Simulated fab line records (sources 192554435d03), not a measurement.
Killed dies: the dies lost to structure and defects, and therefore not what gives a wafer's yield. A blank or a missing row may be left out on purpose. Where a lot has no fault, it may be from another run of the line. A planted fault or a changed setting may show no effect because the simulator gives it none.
Which tool did it? ; flow n5_finfet ; 24 lots, 72 wafers sampled, at 1 step of a route of 1938

== WHAT THE GAUGES READ, wafer by wafer ==
N5_SDB_THK_MEAS_31.
lot;measured;on;SDB_THK (nm)
L074;day 4 02:46;film_metro-01;62.1 63.7 61.5
L075;day 4 09:03;film_metro-02;64.4 64.9 66.1
L076;day 4 17:38;film_metro-01;63.5 59.8 62.7
L077;day 5 00:32;film_metro-02;64.1 62.2 64.9
L078;day 5 03:40;film_metro-01;63.5 62.3 64.5
L079;day 5 05:25;film_metro-02;64.7 65.1 64.4
L080;day 5 08:53;film_metro-01;63.1 64.3 63.2
L081;day 5 14:59;film_metro-01;64.1 66.0 65.3
L082;day 5 20:13;film_metro-02;61.0 64.7 63.9
L083;day 6 04:57;film_metro-02;64.3 61.9 64.5
L084;day 6 12:36;film_metro-01;62.6 64.5 63.4
L085;day 6 23:25;film_metro-01;64.1 63.7 64.3
L086;day 7 02:29;film_metro-01;65.1 64.8 62.7
L087;day 7 05:47;film_metro-01;65.8 65.4 64.4
L088;day 7 11:49;film_metro-01;64.3 63.9 62.3
L089;day 7 16:36;film_metro-01;62.1 65.7 64.4
L090;day 7 20:25;film_metro-01;65.1 61.4 63.5
L091;day 8 02:32;film_metro-02;63.6 65.4 66.4
L092;day 8 10:20;film_metro-01;63.3 64.6 65.7
L093;day 8 16:28;film_metro-01;65.3 65.8 63.6
L094;day 8 23:08;film_metro-01;62.9 62.1 61.3
L095;day 9 06:16;film_metro-01;65.4 62.5 65.4
L096;day 9 10:23;film_metro-01;63.7 63.6 65.8
L097;day 9 16:53;film_metro-01;65.7 63.1 66.5

== EACH LOT AND THE TOOL THAT RAN IT (in order: tool; ch and the chambers of the sampled wafers; start) ==
Record: no process step prior to these readings.

== WHAT THE TOOLS THEMSELVES READ (means of the sampled wafers that have a number; where no wafer has one, the mark that the record gives instead) ==
The record holds no such reading with a usual standard deviation.

== THE ANSWER, worked out from the rows above alone ==
Rule: the usual values come from the lots themselves. Put in order of their means at a reading, lots are off if they are a third of the lots or fewer, leave a main group of 4 or more, and stand apart from it by a gap of 3 or more times the standard deviation of the main group's means; of several such gaps the widest counts. The tables above print the reading to a certain number of digits; a main group whose means all agree to those digits is not used. Also off: a lot with no number at a reading for which 4 or more lots have one. Where the step has rows for the other lots, those lots are counted as sound. First the gauges in route order, then the tools' own readings, where a lot's mean is used as printed above. At the first step where some lot is off, the reading lying furthest off is the one used; lots without a number count as furthest.
Nothing can be told from this: no lot is off at any reading shown.

== WHAT THE SIMULATOR HAD PUT IN ==
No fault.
